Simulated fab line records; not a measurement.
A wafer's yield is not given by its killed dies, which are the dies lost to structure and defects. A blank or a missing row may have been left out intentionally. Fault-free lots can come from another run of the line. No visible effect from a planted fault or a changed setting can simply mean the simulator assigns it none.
Tool commonality check    flow nand_harc    39 wafers sampled across 13 lots

== WHY IT WAS OPENED ==
Flagged at NHARC_A_ONON_D1_THK_MEAS_30: reading thk_nm, on 2 of 13 lots. Fault-free wafers read 1001 nm, with a standard deviation of 10.
Rule: flag the lot when none of its wafers has a number, or when each of its wafers that has one lies beyond 4 standard deviations from that mean. The other lots count as sound.

lot   measured      on             thk_nm (nm), wafer by wafer  flag
L580  day 8 09:28   film_metro-01  999 997 998                  
L581  day 8 09:37   film_metro-02  1009 1009 1009               
L578  day 8 09:49   film_metro-01  1012 1013 1014               
L583  day 9 00:59   film_metro-01  995 997 997                  
L586  day 9 20:08   film_metro-02  1007 1008 1008               
L587  day 10 05:59  film_metro-01  1011 1011 1012               
L589  day 11 02:54  film_metro-02  1001 1000 1001               
L590  day 11 03:06  film_metro-01  1015 1013 1014               
L591  day 11 16:11  film_metro-01  1001 1002 1001               
L594  day 11 23:46  film_metro-02  575 574 576                  FLAGGED
L599  day 12 23:32  film_metro-02  592 591 592                  FLAGGED
L600  day 13 08:02  film_metro-02  985 984 986                  
L601  day 13 18:43  film_metro-02  1000 999 1000                
Average over the flagged lots: 583 nm; offset from the usual -418 nm, equal to -42 standard deviations.

== LOT BY LOT: THE TOOL USED ==
The record holds 2 process steps before the reading, out of a route of 1159 steps. Each cell gives the tool, then ch followed by the chambers the sampled wafers passed through, then the start.
lot   flag     NHARC_A_ZERO_WELL_DESCUM_12         NHARC_A_ONON_D1_DEP_28
L580           rie_diel-10 ch 2,3, day 7 04:01     pecvd_onon-02 ch 0, day 8 08:57
L581           rie_diel-10 ch 1,2,3, day 7 02:02   pecvd_onon-03 ch 0, day 8 09:06
L578           rie_diel-02 ch 1,2,3, day 6 22:41   pecvd_onon-02 ch 0, day 8 09:23
L583           rie_diel-02 ch 0,1,3, day 7 17:29   pecvd_onon-03 ch 0, day 9 00:29
L586           rie_diel-11 ch 1,2,3, day 8 12:20   pecvd_onon-03 ch 0, day 9 19:37
L587           rie_diel-11 ch 0,3, day 8 19:17     pecvd_onon-04 ch 0, day 10 05:38
L589           rie_diel-10 ch 0,2, day 9 17:52     pecvd_onon-03 ch 0, day 11 02:34
L590           rie_diel-11 ch 0,1,3, day 9 16:17   pecvd_onon-02 ch 0, day 11 02:39
L591           rie_diel-11 ch 0,1, day 10 01:01    pecvd_onon-03 ch 0, day 11 15:48
L594  FLAGGED  rie_diel-02 ch 0,3, day 10 16:24    pecvd_onon-02 ch 0, day 11 23:23
L599  FLAGGED  rie_diel-10 ch 0,1,2, day 11 14:06  pecvd_onon-02 ch 0, day 12 23:01
L600           rie_diel-11 ch 0,1,2, day 11 21:40  pecvd_onon-04 ch 0, day 13 07:32
L601           rie_diel-11 ch 0,2, day 12 06:49    pecvd_onon-04 ch 0, day 13 18:16
What is done by these steps:
- NHARC_A_ZERO_WELL_DESCUM_12: chemistry O2, time 3 s.
- NHARC_A_ONON_D1_DEP_28: target thk 1000 nm.
- NHARC_A_ONON_D1_THK_MEAS_30: measures by ellipsometry.

== FLAGGED AGAINST TOTAL, ONE TOOL AT A TIME (gauges that did the reading follow at the end) ==
step                         tool           lots run  flagged  share of the flagged lots  sound lots run after its first flagged lot
NHARC_A_ZERO_WELL_DESCUM_12  rie_diel-02    3         1        some                       0
NHARC_A_ZERO_WELL_DESCUM_12  rie_diel-10    4         1        some                       0
NHARC_A_ZERO_WELL_DESCUM_12  rie_diel-11    6         0        none                       -
NHARC_A_ONON_D1_DEP_28       pecvd_onon-02  5         2        all                        0
NHARC_A_ONON_D1_DEP_28       pecvd_onon-03  5         0        none                       -
NHARC_A_ONON_D1_DEP_28       pecvd_onon-04  3         0        none                       -
NHARC_A_ONON_D1_THK_MEAS_30  film_metro-01  6         0        none                       -
NHARC_A_ONON_D1_THK_MEAS_30  film_metro-02  7         2        all                        2 (L600,L601)

== WHAT THE TABLE ALLOWS ==
In 2 table rows, all flagged lots were run: pecvd_onon-02 (NHARC_A_ONON_D1_DEP_28), film_metro-02 (NHARC_A_ONON_D1_THK_MEAS_30).
- pecvd_onon-02 at NHARC_A_ONON_D1_DEP_28 ran 5 lots, 2 of them flagged. Its last sound lot is L590 (day 11 02:39), its first flagged lot L594 (day 11 23:23): a fault that began between those two fits.
- film_metro-02 at NHARC_A_ONON_D1_THK_MEAS_30 ran 7 lots, 2 of them flagged. After the first flagged lot (L600, L601), sound lots still ran on it; a lasting fault on the whole tool would not permit that.
One tool is left: pecvd_onon-02 at NHARC_A_ONON_D1_DEP_28.

== WHAT THE SIMULATOR HAD PUT IN ==
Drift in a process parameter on pecvd_onon-02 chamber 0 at NHARC_A_ONON_D1_DEP_28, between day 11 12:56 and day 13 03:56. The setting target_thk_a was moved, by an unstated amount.
Shown lots that were struck: L594, L599. The rule above reached the same finding.
